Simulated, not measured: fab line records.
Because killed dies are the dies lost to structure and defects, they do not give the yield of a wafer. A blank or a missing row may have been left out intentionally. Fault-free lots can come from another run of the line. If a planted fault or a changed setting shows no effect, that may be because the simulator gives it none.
Split-lot trial + flow n5Finfet + 19 wafers read across 7 lots, on a route 1938 steps long

## SPLIT DETAILS
At N5_BEOL_M3_SPUTTER_86 (material Cu, target thk 4.5 nm, time 8.29 s), the setting timeS was moved away from the recipe's 8.29 s on 4 of the 19 wafers read, by -14.4% to +14.4%. All remaining wafers had this setting at the recipe value.

The reading is taken at the split's own step.

## THE READING
Cu_of_BEOL_M3_SPUTTER_86.thkNm (the simulator's own value, which no gauge read), in nm, at N5_BEOL_M3_SPUTTER_86 (material Cu, target thk 4.5 nm, time 8.29 s). There is no usual value for it anywhere in the file. Average 4.4 nm, standard deviation 0.15 nm, over the 15 wafers here run with the recipe.

| wafer  | tool, chamber at the split | timeS as run, s | against the recipe | Cu_of_BEOL_M3_SPUTTER_86.thkNm, nm | against lot-mates on the recipe |
|--------|----------------------------|-----------------|--------------------|------------------------------------|---------------------------------|
| L077.2 | pvdSputter-01, -           | 8.29            | recipe             | 4.2                                | -                               |
| L077.3 | pvdSputter-01, -           | 8.29            | recipe             | 4.2                                | -                               |
| L077.5 | pvdSputter-01, -           | 8.29            | recipe             | 4.2                                | -                               |
| L080.2 | pvdSputter-03, -           | 8.29            | recipe             | 4.4                                | -                               |
| L080.4 | pvdSputter-03, -           | 7.096           | -14.4%             | 3.8                                | -0.6                            |
| L083.3 | pvdSputter-03, -           | 8.29            | recipe             | 4.6                                | -                               |
| L083.6 | pvdSputter-03, -           | 8.29            | recipe             | 4.6                                | -                               |
| L083.5 | pvdSputter-03, -           | 7.649           | -7.7%              | 4.2                                | -0.4                            |
| L090.1 | pvdSputter-02, -           | 8.29            | recipe             | 4.6                                | -                               |
| L090.6 | pvdSputter-02, -           | 8.29            | recipe             | 4.6                                | -                               |
| L090.3 | pvdSputter-02, -           | 8.29            | recipe             | 4.4                                | -                               |
| L095.1 | pvdSputter-03, -           | 8.29            | recipe             | 4.4                                | -                               |
| L095.2 | pvdSputter-03, -           | 8.29            | recipe             | 4.4                                | -                               |
| L095.5 | pvdSputter-03, -           | 8.29            | recipe             | 4.4                                | -                               |
| L096.2 | pvdSputter-01, -           | 9.481           | +14.4%             | 5.2                                | +0.6                            |
| L096.3 | pvdSputter-01, -           | 8.29            | recipe             | 4.6                                | -                               |
| L096.6 | pvdSputter-01, -           | 8.29            | recipe             | 4.6                                | -                               |
| L097.1 | pvdSputter-03, -           | 8.29            | recipe             | 4.4                                | -                               |
| L097.2 | pvdSputter-03, -           | 8.796           | +6.1%              | 4.8                                | +0.4                            |

FIT RESULTS
A straight line over all 19 wafers: Cu_of_BEOL_M3_SPUTTER_86.thkNm changes by +0.0474 nm for each +1% of timeS; r = +0.87; the points scatter about the line by 0.15 nm.
The same after taking each lot's own level away (the mean of its wafers on the recipe; 19 wafers): +0.0446 nm for each +1%; r = +0.98; scatter 0.054 nm.
According to that fit, moving timeS by its largest amount changes the reading by 0.64 nm.
From 4.20 to 4.60 nm: that is the span of the lots' own levels, equal to 2.7 times the standard deviation above.
The two slopes agree, so the slope changes little with the lot-to-lot level.
Check: with one of the wafers moved furthest among these (-14.4%) left out of the fit, the line predicts -0.671 nm for it against its lot-mates. Against them it came out at -0.6 nm.

## ADDITIONAL SPLITS CARRIED BY THESE WAFERS
Other splits were also applied to these wafers ahead of the reading. Each is held against what the fit with the lots' levels taken away leaves over:
| other split on the same wafers  | wafers away from the commonest value | r with Cu_of_BEOL_M3_SPUTTER_86.thkNm (lot level and that fit taken away) |
|---------------------------------|--------------------------------------|---------------------------------------------------------------------------|
| N5_BEOL_M1_EXPOSE_25 doseMj     | 5                                    | -0.24                                                                     |
| N5_BEOL_M3_TRENCH_ETCH_37 timeS | 2                                    | -0.25                                                                     |
| N5_BEOL_M3_ETCH_41 targetDepthA | 7                                    | +0.26                                                                     |

## FILE'S OWN FIT
Cu_of_BEOL_M3_SPUTTER_86.thkNm changes by +0.0445 nm for each +1% of timeS, r = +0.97.
